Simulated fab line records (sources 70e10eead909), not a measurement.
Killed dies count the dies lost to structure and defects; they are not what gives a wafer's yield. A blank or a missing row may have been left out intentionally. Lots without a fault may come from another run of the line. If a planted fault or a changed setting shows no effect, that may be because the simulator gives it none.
A lot that was struck, set against a sound lot	flow nandHarc	18 steps out of a route of 1159
Sound: the wafers L313.2, L313.5, L313.6. Struck: wafers L310.2, L310.3, L310.4. The cause is named last.
Each step with rows lists, per side, the tool, then ch with its chambers, then its first start. Under that, the readings that differ: sound wafers	struck wafers	difference of the means	sigmas: that difference in standard deviations of wafers without a fault.
alike: a reading whose means differ by less than 2 such deviations, as well as words and numbers matching on both sides. not compared: withheld readings; readings where some wafer has no value; bounds like >300 that might hide an equal value; numbers whose values overlap and for which the record gives no deviation.
A row with sigmas, a row that says differs or no value, or rows on one side alone: a step with any of these is where the two part. When numbers do not overlap yet have no deviation, they are printed without sigmas and do not part them. Lack of a reading on every wafer of one side parts them only where that side has two or more wafers.

NHARC_P_M0_OVL_MEAS_10: pitch 180 nm.
  sound on overlay-02, day 9 14:49; struck on overlay-02, day 8 11:01
reading	sound	struck	difference	sigmas
overlayYNm (nm)	-1.2 -0.6 -1.0	1.5 1.4 1.6	+2.4	+2
  alike: overlayXNm
NHARC_P_M0_INSPECT_11:
  sound on defectInspect-02, day 9 14:51; struck on defectInspect-02, day 8 11:02
  alike: rawDefectCount
NHARC_P_M0_DESCUM_14: chemistry O2, time 3 s.
  sound on rieDiel-09 ch 1,2, day 9 14:55; struck on rieDiel-12 ch 1,2,3, day 8 11:06
  alike: drypumpMotorCurrentA, oesProductAu, rfVppV, showerheadPlenumPTorr, throttleValvePct
  not compared: rfHoursCounterH
NHARC_P_M0_ETCH_34: etches the open film in N2/H2, target depth 40 nm, overetch 12 nm, time 43.94 s.
  sound on rieDiel-09 ch 0,2,3, day 9 15:03; struck on rieDiel-12 ch 0,1,3, day 8 11:11
  alike: drypumpMotorCurrentA, n2FlowSccm, oesProductAu, rfVppV, showerheadPlenumPTorr, throttleValvePct
  not compared: rfHoursCounterH
NHARC_P_M0_ETCH_15: etches the open film in C4F8/Ar, target depth 150 nm, overetch 15 nm, time 82.5 s.
  sound: rieDiel-09 ch 0,1; struck: rieDiel-12 ch 1,2,3
  alike: oesProductAu, rfVppV
  not compared: rfHoursCounterH
NHARC_P_M0_CD_MEAS_16:
  sound on cdSem-01, day 9 15:15; struck on cdSem-01, day 8 11:25
  alike: cdNm
then, 3 steps without rows for these wafers: NHARC_P_M0_STRIP_18 (strips in N2/H2); NHARC_P_M0_STRIP_19 (strips in post etch residue remover, time 600 s); NHARC_P_M0_DEGAS_28 (time 60 s).
NHARC_P_M0_PRE_CLEAN_29: time 30 s.
  sound on pvdSputter-03; struck on pvdSputter-02
  alike: heaterPowerW, susceptorTempC
then, 2 steps without rows for these wafers: NHARC_P_M0_PVD_20 (deposits TaN, target thk 5 nm, time 8.06 s); NHARC_P_M0_PVD_21 (deposits Cu, target thk 30 nm, time 20.49 s).
NHARC_P_M0_ECD_22: material Cu, target thk 400 nm.
  sound on ecdCu-01 ch 0,1, day 9 16:29; struck on ecdCu-01 ch 0,1, day 8 12:23
  no value came back on the struck wafers for bathHeatDutyPct (%), bathTempC (C); on the sound wafers bathHeatDutyPct (%) reads 5.8 5.2 7.0
NHARC_P_M0_ANNEAL_30: time 90 s.
  sound on rtpAnneal-01 ch 0, day 9 16:52; struck on rtpAnneal-02 ch 0, day 8 12:49
  alike: annealTempCMax, wafer_temp_C_max
NHARC_P_M0_CMP_23: polishes, t overpolish 20 s, target thk 117.53 nm.
  sound on cmp-01 ch 0,1, day 9 17:10; struck on cmp-04 ch 0,2,3, day 8 13:07
reading	sound	struck	difference	sigmas
timeToEndpointS (s)	26.3 27.9 30.7	3.3 4.0 4.7	-24.3	-9
  alike: edgeZonePressureFrac, motorCurrentA
NHARC_P_M0_THK_MEAS_24: measures by xrf.
  sound on filmMetro-01, day 9 17:29; struck on filmMetro-01, day 8 13:25
reading	sound	struck	difference	sigmas
thkNm (nm)	118.0 116.3 117.1	29.0 29.1 30.2	-87.7	-58
following that, these wafers have no rows for 1 step: NHARC_P_M0_SRD_25.
-- record jumps: 14 days between struck wafers' starts before vs after; left off in module P_M0, resumes in module END, first step shown is number 1159 of the route --
NHARC_END_SORT_01:
  here the record holds rows for the struck wafers (prober-01 ch 0, day 22 22:50) but none for the sound ones

== WHERE THEY PART ==
Earliest at NHARC_P_M0_OVL_MEAS_10; latest, in this record, at NHARC_END_SORT_01.

WHY: what the simulator had put in
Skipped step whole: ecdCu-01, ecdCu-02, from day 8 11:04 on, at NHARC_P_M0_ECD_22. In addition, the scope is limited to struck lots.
